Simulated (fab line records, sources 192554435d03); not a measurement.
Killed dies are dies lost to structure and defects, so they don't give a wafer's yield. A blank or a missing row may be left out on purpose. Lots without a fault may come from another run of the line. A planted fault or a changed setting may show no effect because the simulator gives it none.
Which tool did it? | flow n5_finfet | 11 lots, 31 wafers sampled, at 5 steps of a route of 1938

WHAT THE GAUGES READ, wafer by wafer
N5_BEOL_M4_RC_MEAS_101.
lot  | measured     | on        | DIBL_N (mV/V)
L118 | day 8 10:20  | prober-02 | 32.9 35.1 33.6
L119 | day 9 01:08  | prober-01 | 37.5 38.1 38.2
L120 | day 9 08:17  | prober-02 | 36.5 38.0 35.6
L122 | day 9 14:32  | prober-01 | 36.8 37.4 37.0
L124 | day 9 23:01  | prober-01 | 35.5 38.1 35.7
L125 | day 10 08:52 | prober-01 | 39.4 35.7 37.3
L130 | day 11 20:50 | prober-01 | 37.5 36.3
L132 | day 12 06:45 | prober-02 | 37.3 36.9
L134 | day 12 13:53 | prober-01 | 36.2 35.1 35.8
L135 | day 12 23:14 | prober-01 | 41.2 38.5 39.1
L141 | day 14 08:29 | prober-01 | 36.3 36.5 38.5

WHICH TOOL RAN EACH LOT (tool, then ch and the chambers of the sampled wafers, then the start)
lot  | N5_BEOL_M4_DEGAS_44          | N5_BEOL_M4_PRE_CLEAN_45      | N5_BEOL_M4_CVD_47                | N5_BEOL_M4_SPUTTER_79
L118 | pvd_sputter-03, day 8 06:35  | pvd_sputter-03, day 8 06:37  | cvd_co-01 ch 0,1,2, day 8 07:13  | pvd_sputter-01, day 8 07:39
L119 | pvd_sputter-01, day 8 21:20  | pvd_sputter-01, day 8 21:23  | cvd_co-02 ch 0,1,2, day 8 22:00  | pvd_sputter-02, day 8 22:29
L120 | pvd_sputter-03, day 9 04:44  | pvd_sputter-03, day 9 04:47  | cvd_co-02 ch 0,1, day 9 05:11    | pvd_sputter-01, day 9 05:34
L122 | pvd_sputter-03, day 9 08:39  | pvd_sputter-03, day 9 08:41  | cvd_co-01 ch 0,2, day 9 09:05    | pvd_sputter-02, day 9 09:30
L124 | pvd_sputter-03, day 9 19:23  | pvd_sputter-03, day 9 19:26  | cvd_co-01 ch 0,2, day 9 19:55    | pvd_sputter-03, day 9 20:22
L125 | pvd_sputter-02, day 10 05:02 | pvd_sputter-02, day 10 05:04 | cvd_co-02 ch 0,1, day 10 05:29   | pvd_sputter-01, day 10 05:52
L130 | pvd_sputter-02, day 11 16:56 | pvd_sputter-02, day 11 16:59 | cvd_co-02 ch 0,1, day 11 17:36   | pvd_sputter-02, day 11 18:02
L132 | pvd_sputter-03, day 12 03:12 | pvd_sputter-03, day 12 03:14 | cvd_co-02 ch 0,1, day 12 03:40   | pvd_sputter-03, day 12 04:06
L134 | pvd_sputter-03, day 12 10:12 | pvd_sputter-03, day 12 10:14 | cvd_co-02 ch 0,1,2, day 12 10:48 | pvd_sputter-02, day 12 11:14
L135 | pvd_sputter-02, day 12 19:43 | pvd_sputter-02, day 12 19:46 | cvd_co-01 ch 0,2, day 12 20:10   | pvd_sputter-02, day 12 20:36
L141 | pvd_sputter-03, day 14 04:46 | pvd_sputter-03, day 14 04:49 | cvd_co-01 ch 0,1,2, day 14 05:21 | pvd_sputter-02, day 14 05:44
- N5_BEOL_M4_DEGAS_44: time 60 s.
- N5_BEOL_M4_PRE_CLEAN_45: time 30 s.
- N5_BEOL_M4_CVD_47: deposits Co from CCTBA/H2, target thk 3 nm, time 223.8 s.
- N5_BEOL_M4_SPUTTER_79: material Cu, target thk 4.5 nm, time 8.29 s.

THE ANSWER, worked out from the rows above alone
Rule: what is usual is taken from the lots themselves. Put in order of their means at a reading, lots are off if they are a third of the lots or fewer, leave a main group of 4 or more, and stand apart from it by a gap of 3 or more times the standard deviation of the main group's means; of several such gaps the widest counts. A main group whose means are all the same, to the digits that the tables above print for the reading, isn't used. A lot without any number at a reading at which 4 lots or more have one is off too. The other lots that the step has rows for count as sound.
No lot is off at any reading shown: from this, nothing can be told.

WHAT THE SIMULATOR HAD PUT IN
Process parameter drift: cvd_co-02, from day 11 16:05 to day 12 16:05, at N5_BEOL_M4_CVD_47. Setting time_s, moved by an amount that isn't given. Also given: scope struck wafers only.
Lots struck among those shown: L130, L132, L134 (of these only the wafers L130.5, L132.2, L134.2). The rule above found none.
